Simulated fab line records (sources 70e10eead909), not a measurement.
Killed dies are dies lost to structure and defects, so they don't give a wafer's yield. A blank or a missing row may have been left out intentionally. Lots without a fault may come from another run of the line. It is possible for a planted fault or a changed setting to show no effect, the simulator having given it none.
Which tool is to blame?	flow nand harc	Sampling: 10 lots, 30 wafers, 4 of 1302 route steps

WHAT THE GAUGES READ, wafer by wafer
NHARC_A_CHANNEL_HOLE_D1_CD_MEAS_30.
lot	measured	on	cd nm (nm)
L806	day 9 06:00	cd sem-01	88.6 92.9 88.9
L811	day 11 03:15	cd sem-02	89.5 92.5 91.6
L812	day 11 22:55	cd sem-02	88.0 90.3 92.2
L816	day 13 07:25	cd sem-01	90.4 89.8 89.1
L817	day 13 15:32	cd sem-03	91.1 92.8 88.7
L821	day 15 09:13	cd sem-03	89.7 91.4 89.9
L822	day 15 21:44	cd sem-02	90.3 91.2 91.9
L823	day 16 11:14	cd sem-01	0.0 1.5 1.5
L825	day 16 19:34	cd sem-01	89.2 92.6 89.6
L827	day 17 20:56	cd sem-02	89.1 91.3 89.1

TOOL THAT RAN EACH LOT (tool first, then ch and the chambers of the sampled wafers, then the start)
lot	NHARC_A_CHANNEL_HOLE_D1_ETCH_34	NHARC_A_CHANNEL_HOLE_D1_ETCH_21	NHARC_A_CHANNEL_HOLE_D1_ETCH_25
L806	rie diel-10 ch 2,3, day 9 00:55 or earlier	har etch-01 ch 0,1, day 9 00:55	har etch-01 ch 0,1, day 9 03:22
L811	rie diel-03 ch 2,3, day 10 22:19 or earlier	har etch-01 ch 0,1, day 10 22:19	har etch-01 ch 0,1, day 11 00:55
L812	rie diel-03 ch 0,2,3, day 11 17:49 or earlier	har etch-01 ch 0,1, day 11 17:49	har etch-01 ch 0,1, day 11 20:19
L816	rie diel-07 ch 0,2,3, day 13 02:20 or earlier	har etch-02 ch 1, day 13 02:20	har etch-02 ch 1, day 13 04:47
L817	rie diel-03 ch 1,2, day 13 10:31 or earlier	har etch-02 ch 0,1, day 13 10:31	har etch-02 ch 0,1, day 13 13:08
L821	rie diel-03 ch 0,1,2, day 15 04:19 or earlier	har etch-01 ch 0,1, day 15 04:19	har etch-01 ch 0,1, day 15 07:01
L822	rie diel-03 ch 1,3, day 15 16:41 or earlier	har etch-02 ch 0,1, day 15 16:41	har etch-02 ch 0,1, day 15 19:19
L823	rie diel-03 ch 1,2,3, day 16 06:16 or earlier	har etch-02 ch 0,1, day 16 06:16	har etch-02 ch 0,1, day 16 08:53
L825	rie diel-10 ch 0,3, day 16 14:32 or earlier	har etch-02 ch 0,1, day 16 14:32	har etch-02 ch 0,1, day 16 17:05
L827	rie diel-03 ch 1,3, day 17 15:52 or earlier	har etch-02 ch 0,1, day 17 15:52	har etch-02 ch 0,1, day 17 18:26
- NHARC_A_CHANNEL_HOLE_D1_ETCH_34: etches the open film in CF4/CHF3, target depth 154 nm, time 77 s.
- NHARC_A_CHANNEL_HOLE_D1_ETCH_21: etches the open film in C4F8/O2/Ar, time 514.3 s, target depth 1600 nm.
- NHARC_A_CHANNEL_HOLE_D1_ETCH_25: etches the open film in C4F8/O2/Ar, time 1040.2 s, target depth 1500 nm.

THE ANSWER, worked out from the rows above alone
Rule: usual is defined by the lots themselves. The widest of any qualifying gaps counts: lots, ordered by their means at a reading, are off when they make up no more than a third of the lots, leave a main group of 4 or more, and stand apart from it by 3 or more times the standard deviation of that group's means. A main group is skipped when, at the precision printed for the reading in the tables above, its means are all equal. A lot without any number at a reading at which 4 lots or more have one is off too. The other lots that the step has rows for count as sound.
Off, at NHARC_A_CHANNEL_HOLE_D1_CD_MEAS_30 on cd nm: L823. Main group: mean 90.4 nm, sd 0.5.
If a tool, at a process step before that reading, ran all the lots that are off and no sound lot after the first of them, it fits. The gauges at NHARC_A_CHANNEL_HOLE_D1_CD_MEAS_30 are tried like those tools. Because NHARC_A_CHANNEL_HOLE_D1_ETCH_34 lacks a start for some lots, the hours and order of its lots are taken from NHARC_A_CHANNEL_HOLE_D1_ETCH_21. No candidate that was tried fits.

WHAT WAS PUT IN BY THE SIMULATOR
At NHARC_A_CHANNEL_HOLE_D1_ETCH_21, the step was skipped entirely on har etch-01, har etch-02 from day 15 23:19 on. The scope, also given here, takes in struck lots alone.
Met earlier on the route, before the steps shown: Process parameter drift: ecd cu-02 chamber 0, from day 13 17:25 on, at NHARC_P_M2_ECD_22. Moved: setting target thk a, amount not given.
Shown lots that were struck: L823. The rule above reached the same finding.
